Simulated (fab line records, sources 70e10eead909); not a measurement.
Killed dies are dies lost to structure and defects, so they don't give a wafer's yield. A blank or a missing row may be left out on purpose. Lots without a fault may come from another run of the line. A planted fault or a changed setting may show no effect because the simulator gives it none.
Chamber matching | flow nand_harc | NHARC_P_BONDPAD_CMP_19 on cmp-02: 4 sister chambers
The step polishes, t overpolish 30 s, cu recess touch 16 s, target thk 160.81 nm. 4 wafers are shown with their chamber, then 6 later ones without.

WAFERS WITH THEIR CHAMBER
wafer  | chamber | motor_current_A (A)
L107.2 | 0       | 13.6
L116.1 | 2       | 12.0
L116.3 | 3       | 11.2
L116.4 | 1       | 11.1

WAFERS WITHOUT THEIR CHAMBER
wafer  | motor_current_A (A)
L118.1 | 12.0
L118.4 | 13.4
L118.5 | 11.6
L119.2 | 11.9
L119.3 | 10.7
L119.6 | 11.2

WHICH CHAMBER EACH WENT THROUGH
wafer  | from the rows above          | in truth
L118.1 | 2                            | 2
L118.4 | 0                            | 0
L118.5 | can't be placed: 2 or 3 or 1 | 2
L119.2 | 2                            | 2
L119.3 | can't be placed: 1 or 3      | 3
L119.6 | can't be placed: 3 or 1      | 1
Placed correctly: 3 of 6. Can't be placed from these rows: 3 (the true chamber is among the candidates in 3). Placed wrongly: 0.
How it was worked out, from the rows above alone: a wafer's distance from a chamber is the root of the sum, over the readings, of the square of ((its reading less the chamber's mean) divided by the reading's scatter). The wafer belongs to the nearest chamber; if the next one is less than 2 further off, it can't be placed. A chamber's mean is the mean of its shown wafers. The scatter: with one shown wafer a chamber, the root of the mean of the squares of how far each hidden wafer lies from its nearest shown one.
